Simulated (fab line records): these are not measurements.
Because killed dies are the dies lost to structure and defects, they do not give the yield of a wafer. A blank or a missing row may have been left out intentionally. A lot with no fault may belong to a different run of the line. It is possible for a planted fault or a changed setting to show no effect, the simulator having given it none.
Split-lot experiment	flow n5_finfet	7 lots, 21 wafers read, on a route of 1938 steps

ABOUT THE SPLIT
At N5_BEOL_M11_ILD_DEP_00 (deposits SiCOH lowk from DEMS/porogen, target thk 308.51 nm, time 58 s), the setting time_s was moved away from the recipe's 58 s on 10 of the 21 wafers read, by -14.5% to +7.6%. This setting was run at the recipe's value on the other wafers.

FROM SPLIT TO READING: 1 step shown by the file between the two
- N5_BEOL_M11_CURE_71: cures SiCOH lowk, time 240 s

THE READING
M11_ILD_THK at N5_BEOL_M11_THK_MEAS_01, in nm. A value of 270 nm with a standard deviation of 3.4 nm is what fault-free wafers of this fab line usually give.

wafer	tool, chamber at the split	time_s as run, s	against the recipe	M11_ILD_THK, nm	against lot-mates on the recipe
L075.1	pecvd-01, 2	58	recipe	272	-
L075.2	pecvd-01, 0	58	recipe	269	-
L075.6	pecvd-01, 0	53.25	-8.2%	252	-18
L083.1	pecvd-03, 0	58	recipe	266	-
L083.3	pecvd-03, 2	58	recipe	265	-
L083.5	pecvd-03, 0	62.38	+7.6%	293	+28
L092.1	pecvd-03, 1	61.07	+5.3%	276	+11
L092.3	pecvd-03, 0	58	recipe	265	-
L092.4	pecvd-03, 2	61.07	+5.3%	282	+17
L091.1	pecvd-01, 0	53.94	-7.0%	250	-21
L091.2	pecvd-01, 2	58	recipe	271	-
L091.3	pecvd-01, 1	53.94	-7.0%	252	-19
L095.3	pecvd-01, 1	61.04	+5.2%	282	+11
L095.4	pecvd-01, 0	61.04	+5.2%	281	+10
L095.5	pecvd-01, 1	58	recipe	271	-
L096.1	pecvd-01, 1	58	recipe	270	-
L096.4	pecvd-01, 1,2	58	recipe	272	-
L096.5	pecvd-01, 1,2	58	recipe	272	-
L097.1	pecvd-03, 0	49.6	-14.5%	227	-39
L097.4	pecvd-03, 2	58	recipe	266	-
L097.6	pecvd-03, 1	49.6	-14.5%	229	-37
When a row names more than one chamber, that row covers several wafers, and the file does not tell which wafer ran in which chamber.

THE FIT
A straight line over all 21 wafers: M11_ILD_THK changes by +2.64 nm for each +1% of time_s; r = +0.98; the points scatter about the line by 3.2 nm.
The same after taking each lot's own level away (the mean of its wafers on the recipe; 21 wafers): +2.66 nm for each +1%; r = +0.99; scatter 2.6 nm.
That fit puts the effect of the largest move of time_s on the reading at 38 nm.
The lots' own levels span 265.0 to 271.3 nm, that is 1.9 times the standard deviation above.
The two slopes agree, so the slope changes little with the lot-to-lot level.
Check: with one of the wafers moved furthest among these (-14.5%) left out of the fit, the line predicts -38.2 nm for it against its lot-mates. Against them it came out at -39 nm.

FURTHER SPLITS ON THESE WAFERS
Before the reading, these wafers also passed through other splits. Each is held against what the fit with the lots' levels taken away leaves over:
other split on the same wafers	wafers away from the commonest value	r with M11_ILD_THK (lot level and that fit taken away)
N5_BEOL_M9_TRENCH_ETCH_37 bias_w	11	-0.13
N5_BEOL_M10_ETCH_62 time_s	6	+0.14

THE WHOLE CHAIN: every reading that the file lists as answering this split, in the file's order
step	what it does	reading	change (the file's fit)	r (the file's)
N5_BEOL_M11_ILD_DEP_00	deposits SiCOH lowk from DEMS/porogen, target thk 308.51 nm, time 58 s	SiCOH_lowk_of_BEOL_M11_ILD_DEP_00.thk_nm (the simulator's own value, which no gauge read)	+3.03 nm for each +1% of the setting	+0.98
N5_BEOL_M11_CURE_71	cures SiCOH lowk, time 240 s	SiCOH_lowk_of_BEOL_M11_ILD_DEP_00.thk_nm (the simulator's own value, which no gauge read)	+2.67 nm for each +1% of the setting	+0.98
N5_BEOL_M11_THK_MEAS_01		M11_ILD_THK	+2.68 for each +1% of the setting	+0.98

FILE'S OWN FIT
M11_ILD_THK changes by +2.68 nm for each +1% of time_s, r = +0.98.
